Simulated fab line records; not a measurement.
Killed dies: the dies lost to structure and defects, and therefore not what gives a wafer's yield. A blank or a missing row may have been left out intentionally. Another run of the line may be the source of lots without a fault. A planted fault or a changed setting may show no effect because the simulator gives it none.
Chamber matching + flow n5_finfet + rie_diel-01 running N5_BEOL_M0_SAQP_STRIP_86: 4 sister chambers
The step strips in N2/H2. 16 wafers are shown with their chamber, then 8 later ones without.

WAFERS, EACH WITH ITS CHAMBER
| wafer  | chamber | showerhead_plenum_p_Torr (Torr) | throttle_valve_pct (%) | drypump_motor_current_A (A) |
|--------|---------|---------------------------------|------------------------|-----------------------------|
| L075.1 | 0       | 3.40                            | 18.7                   | 6.2                         |
| L075.2 | 3       | 3.34                            | 19.4                   | 5.9                         |
| L075.4 | 2       | 3.48                            | 19.2                   | 6.0                         |
| L081.2 | 3       | 3.34                            | 19.4                   | 5.9                         |
| L081.3 | 2       | 3.47                            | 19.2                   | 6.1                         |
| L081.5 | 1       | 3.29                            | 18.7                   | 6.1                         |
| L082.3 | 2       | 3.47                            | 19.2                   | 6.1                         |
| L082.4 | 1       | 3.29                            | 18.7                   | 6.1                         |
| L082.6 | 3       | 3.33                            | 19.5                   | 5.9                         |
| L083.4 | 1       | 3.29                            | 18.7                   | 6.0                         |
| L083.5 | 0       | 3.39                            | 18.3                   | 6.2                         |
| L083.6 | 3       | 3.33                            | 19.4                   | 5.9                         |
| L088.1 | 1       | 3.28                            | 18.8                   | 6.0                         |
| L088.2 | 2       | 3.47                            | 19.2                   | 6.1                         |
| L088.3 | 0       | 3.39                            | 18.3                   | 6.2                         |
| L089.2 | 3       | 3.33                            | 19.5                   | 5.9                         |

SIGNATURES (averages over the wafers above)
| reading                  | chamber 0 | chamber 1 | chamber 2 | chamber 3 | scatter within a chamber |
|--------------------------|-----------|-----------|-----------|-----------|--------------------------|
| showerhead_plenum_p_Torr | 3.3933    | 3.2875    | 3.4725    | 3.3340    | 0.0053                   |
| throttle_valve_pct       | 18.433    | 18.725    | 19.200    | 19.440    | 0.103                    |
| drypump_motor_current_A  | 6.200     | 6.050     | 6.075     | 5.900     | 0.0382                   |
Rule: for each reading, subtract the chamber's mean from the wafer's reading, divide by that reading's scatter and square the result; add these up over the readings and take the root, which gives the wafer's distance from the chamber. If the next closest chamber is less than 2 further off than the closest, the wafer can't be placed; otherwise it belongs to the closest. The scatter is the square root of a quotient: the sum, over the shown wafers, of each reading's squared deviation from its chamber's mean, divided by wafers minus chambers.

WAFERS WITH NO CHAMBER GIVEN
| wafer  | showerhead_plenum_p_Torr (Torr) | throttle_valve_pct (%) | drypump_motor_current_A (A) |
|--------|---------------------------------|------------------------|-----------------------------|
| L089.4 | 3.47                            | 19.2                   | 6.0                         |
| L089.6 | 3.33                            | 19.4                   | 5.9                         |
| L090.1 | 3.39                            | 18.3                   | 6.2                         |
| L090.3 | 3.47                            | 19.2                   | 6.1                         |
| L090.5 | 3.39                            | 18.3                   | 6.2                         |
| L094.2 | 3.46                            | 19.2                   | 6.1                         |
| L094.3 | 3.28                            | 18.7                   | 6.1                         |
| L094.5 | 3.38                            | 18.3                   | 6.2                         |

THE CHAMBER EACH PASSED THROUGH
| wafer  | from the rows above | in truth |
|--------|---------------------|----------|
| L089.4 | 2                   | 2        |
| L089.6 | 3                   | 3        |
| L090.1 | 0                   | 0        |
| L090.3 | 2                   | 2        |
| L090.5 | 0                   | 0        |
| L094.2 | 2                   | 2        |
| L094.3 | 1                   | 1        |
| L094.5 | 0                   | 0        |
8 of 8 placed correctly. Can't be placed from these rows: 0. Placed wrongly: 0.
